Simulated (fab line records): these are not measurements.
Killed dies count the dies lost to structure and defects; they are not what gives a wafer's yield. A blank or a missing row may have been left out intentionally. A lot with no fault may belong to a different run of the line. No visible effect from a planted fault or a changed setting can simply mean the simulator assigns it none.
Lot-split experiment ; flow n5 finfet ; on a route of 1938 steps: 7 lots, 39 wafers read

THE SPLIT ITSELF
At N5_FIN_SAQP_SPACER1_ALD_24 (deposits SiO2, target thk 20.3 nm, pulse time 1 s, purge time 2 s), the setting ald cycles was moved away from the recipe's 218 on 15 of the 39 wafers read, by -55.0% to +43.1%. For the rest of the wafers, this setting stayed at what the recipe calls for.

FROM THE SPLIT TO THE READING: what the file shows between them, 2 steps
- N5_FIN_SAQP_SPACER1_ETCHBACK_25: etches SiO2 in CHF3/O2, target depth 24.4 nm, time 12.2 s
- N5_FIN_SAQP_MANDREL1_REMOVE_56: chemistry HBr/Cl2/O2, target a-Si, stops on SiNx, bt time 10 s

THE READING
cd nm, in nm, at N5_FIN_SAQP_CD_MEAS_27 (target cd 20 nm). Fault-free wafers of this fab line usually give 20.29 nm, standard deviation 0.24 nm.

wafer;tool, chamber at the split;ald cycles as run;against the recipe;cd nm, nm;against lot-mates on the recipe
L078.1;ald sin-04, 1,3;218;recipe;19.99;-
L078.2;ald sin-04, 0;218;recipe;20.45;-
L078.3;ald sin-04, 1,3;218;recipe;20.14;-
L078.4;ald sin-04, 2;98;-55.0%;9.02;-11.17
L078.5;ald sin-04, 3;98;-55.0%;9.27;-10.92
L078.6;ald sin-04, 2;98;-55.0%;8.89;-11.30
L081.1;ald sin-04, 0,1;218;recipe;20.38;-
L081.2;ald sin-04, 1,2,0;119;-45.4%;11.16;-9.11
L081.3;ald sin-04, 1,2,0;119;-45.4%;11.14;-9.13
L081.4;ald sin-04, 3;218;recipe;20.26;-
L081.5;ald sin-04, 1,2,0;119;-45.4%;12.01;-8.26
L081.6;ald sin-04, 0,1;218;recipe;20.16;-
L082.1;ald sin-03, 0,2;133;-39.0%;12.45;-7.91
L082.2;ald sin-03, 1;218;recipe;20.34;-
L082.3;ald sin-03, 0,2;133;-39.0%;12.39;-7.97
L082.4;ald sin-03, 3;133;-39.0%;12.75;-7.61
L082.5;ald sin-03, 0;218;recipe;20.48;-
L082.6;ald sin-03, 1;218;recipe;20.26;-
L084.3;ald sin-03, 0,3;218;recipe;20.21;-
L084.5;ald sin-03, 0,3;218;recipe;20.19;-
L084.6;ald sin-03, 2;218;recipe;20.41;-
L087.1;ald sin-02, 3,1,3;218;recipe;19.94;-
L087.2;ald sin-02, 3,1,3;218;recipe;20.27;-
L087.3;ald sin-02, 2,0,0;312;+43.1%;28.89;+8.72
L087.4;ald sin-02, 2,0,0;312;+43.1%;29.21;+9.04
L087.5;ald sin-02, 3,1,3;218;recipe;20.31;-
L087.6;ald sin-02, 2,0,0;312;+43.1%;28.53;+8.36
L095.1;ald sin-02, 2,3;218;recipe;20.23;-
L095.2;ald sin-02, 0,3,1,2;218;recipe;20.40;-
L095.3;ald sin-02, 0,3,1,2;218;recipe;20.11;-
L095.4;ald sin-02, 0,3,1,2;218;recipe;20.24;-
L095.5;ald sin-02, 0,3,1,2;218;recipe;20.23;-
L095.6;ald sin-02, 2,3;218;recipe;20.00;-
L096.1;ald sin-04, 3,1;218;recipe;20.22;-
L096.2;ald sin-04, 3,1;218;recipe;20.31;-
L096.3;ald sin-04, 0,2;158;-27.5%;14.66;-5.46
L096.4;ald sin-04, 2;218;recipe;19.82;-
L096.5;ald sin-04, 1;158;-27.5%;14.73;-5.39
L096.6;ald sin-04, 0,2;158;-27.5%;14.68;-5.44
Rows listing several chambers each stand for several wafers; the file does not say which wafer went through which chamber.

FIT RESULTS
A straight line over all 39 wafers: cd nm changes by +0.199 nm for each +1% of ald cycles; r = +1.00; the points scatter about the line by 0.22 nm.
The same after taking each lot's own level away (the mean of its wafers on the recipe; 39 wafers): +0.2 nm for each +1%; r = +1.00; scatter 0.21 nm.
That fit puts the effect of the largest move of ald cycles on the reading at 11 nm.
The span of the lots' own levels, 20.117 to 20.360 nm, comes to 1.0 times the standard deviation stated above.
Hence the lot-to-lot level has little effect on the slope; both slopes agree.
Check: with one of the wafers moved furthest among these (-55.0%) left out of the fit, the line predicts -11 nm for it against its lot-mates. It came out at -11.2 nm against them.

THE OTHER SPLITS THESE WAFERS WENT THROUGH
Note: prior to the reading, these wafers also went through further splits. Each is held against what the fit with the lots' levels taken away leaves over:
other split on the same wafers;wafers away from the commonest value;r with cd nm (lot level and that fit taken away)
N5_PMOS_HMC_CHANNEL_EPI_HM_DEP_34 target thk a;12;-0.03

THE WHOLE CHAIN: every reading that the file lists as answering this split, in the file's order
step;what it does;reading;change (the file's fit);r (the file's)
N5_FIN_SAQP_SPACER1_ALD_24;deposits SiO2, target thk 20.3 nm, pulse time 1 s, purge time 2 s;SiO2_of_FIN_SAQP_SPACER1_ALD_24.thk nm (the simulator's own value, which no gauge read);+0.203 nm for each +1% of the setting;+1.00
N5_FIN_SAQP_MANDREL1_REMOVE_56;chemistry HBr/Cl2/O2, target a-Si, stops on SiNx, bt time 10 s;FIN_SAQP.cd nm (the simulator's own value, which no gauge read);+0.203 nm for each +1% of the setting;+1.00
N5_FIN_SAQP_CD_MEAS_27;target cd 20 nm;cd nm;+0.2 nm for each +1% of the setting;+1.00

FILE'S OWN FIT
cd nm changes by +0.2 nm for each +1% of ald cycles, r = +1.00.
